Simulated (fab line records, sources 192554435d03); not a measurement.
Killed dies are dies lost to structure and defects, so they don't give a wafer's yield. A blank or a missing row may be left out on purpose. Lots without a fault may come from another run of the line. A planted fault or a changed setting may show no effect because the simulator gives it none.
A struck lot beside a sound one | flow n5_finfet | 14 steps out of a route of 1938
Sound: wafers L973.1, L973.2, L973.4. Struck: wafers L980.2, L980.3, L980.6. The cause comes at the end.
At each step with rows: each side's tool, then ch and its chambers, then its first start. Under that, the readings that differ: sound wafers | struck wafers | difference of the means | sigmas: that difference in standard deviations of wafers without a fault.
alike: readings whose means differ by less than 2 such deviations, and words and numbers that are the same on both sides. not compared: withheld readings, readings that some wafer has no value for, bounds like >300 that may hide the same value, and numbers for which the record gives no deviation and whose values overlap.
The two part at a step that has a row with sigmas, a row that says differs or no value, or rows on one side only. Numbers that don't overlap but have no deviation are shown without sigmas and don't part them. A reading that every wafer of one side lacks parts them only if that side has two wafers or more.

N5_BEOL_M15_STRIP_62: strips in O2.
  sound on rie_diel-06 ch 0,2,3; struck on rie_diel-06 ch 0,3
  alike: drypump_motor_current_A, oes_product_au, rf_vpp_V, showerhead_plenum_p_Torr, throttle_valve_pct
  not compared: rf_hours_counter_h
then, 1 step without rows for these wafers: N5_BEOL_M15_STRIP_37 (strips in O2).
N5_BEOL_M15_ETCH_38: etches SiCN in CF4/N2, target depth 106.4 nm, time 120.5 s.
  sound on rie_diel-06 ch 0,2,3; struck on rie_diel-06 ch 0,3
  alike: bias_w, drypump_motor_current_A, mfc_ar_sccm, oes_product_au, rf_vpp_V, showerhead_plenum_p_Torr, throttle_valve_pct
  not compared: rf_hours_counter_h
then, 2 steps without rows for these wafers: N5_BEOL_M15_PRECLEAN_39 (cleans in residue remover, time 60 s); N5_BEOL_M15_SRD_40 (time 30 s, dry time 30 s).
N5_BEOL_M15_DEGAS_41: time 60 s.
  sound on pvd_sputter-01, day 12 15:03; struck on pvd_sputter-03, day 14 13:29
  alike: heater_power_w
then, 2 steps without rows for these wafers: N5_BEOL_M15_PRE_CLEAN_42 (time 30 s); N5_BEOL_M15_SPUTTER_43 (material TaN, target thk 15 nm, time 24.19 s).
N5_BEOL_M15_SPUTTER_44: material Ta, target thk 15 nm, time 24.19 s.
  sound on pvd_sputter-01, day 12 15:13; struck on pvd_sputter-03, day 14 13:39
  alike: throttle_valve_pct
N5_BEOL_M15_SPUTTER_45: material Cu, target thk 100 nm, time 16.67 s.
  sound on pvd_sputter-01, day 12 15:17; struck on pvd_sputter-03, day 14 13:44
  alike: throttle_valve_pct
then, 2 steps without rows for these wafers: N5_BEOL_M15_ECD_47 (material Cu, target thk 1860 nm); N5_BEOL_M15_ANNEAL_48 (time 90 s).
N5_BEOL_M15_CMP_49: polishes, stops on SiO2, t overpolish 4.9 s, target thk 850 nm.
  sound on cmp-04 ch 0,1,3, day 12 16:22; struck on cmp-04 ch 1,2, day 14 14:25
  reading                      | sound             | struck            | difference | sigmas
  barrier_field_endpoint_s (s) | 11.32 10.96 11.29 | 12.45 12.60 12.92 | +1.47      | +6
  head_pressure_psi (psi)      | 1.994 2.005 1.997 | 1.813 1.810 1.812 | -0.187     | -47
  alike: clearing_platen_rpm, motor_current_A, overpolish_run_s, slurry_filter_dp_kPa
N5_PASSIVATION_PROBE_49:
  sound on prober-01, day 13 06:46; struck on prober-01, day 15 05:22
  reading            | sound    | struck   | difference | sigmas
  killed_at_M0_to_M3 | 49 73 47 | 32 31 25 | -27        | -2
  killed_at_contacts | 14 19 28 | 12 5 4   | -13        | -2
  alike: defect_limited_yield, killed_at_M4_up, killed_at_front_end, killed_at_other, killed_dies, killed_open, killed_short, sort_bin_4_leakage, sort_bin_5_function, sort_bin_6_memory, sort_n_pass, sort_yield_pct

WHERE THEY PART
First at N5_BEOL_M15_CMP_49; last, within this record, at N5_PASSIVATION_PROBE_49.

WHY: what the simulator had put in
Process parameter drift: cmp-04, from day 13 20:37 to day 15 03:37, at N5_BEOL_M15_CMP_49. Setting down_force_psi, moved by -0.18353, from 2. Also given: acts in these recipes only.
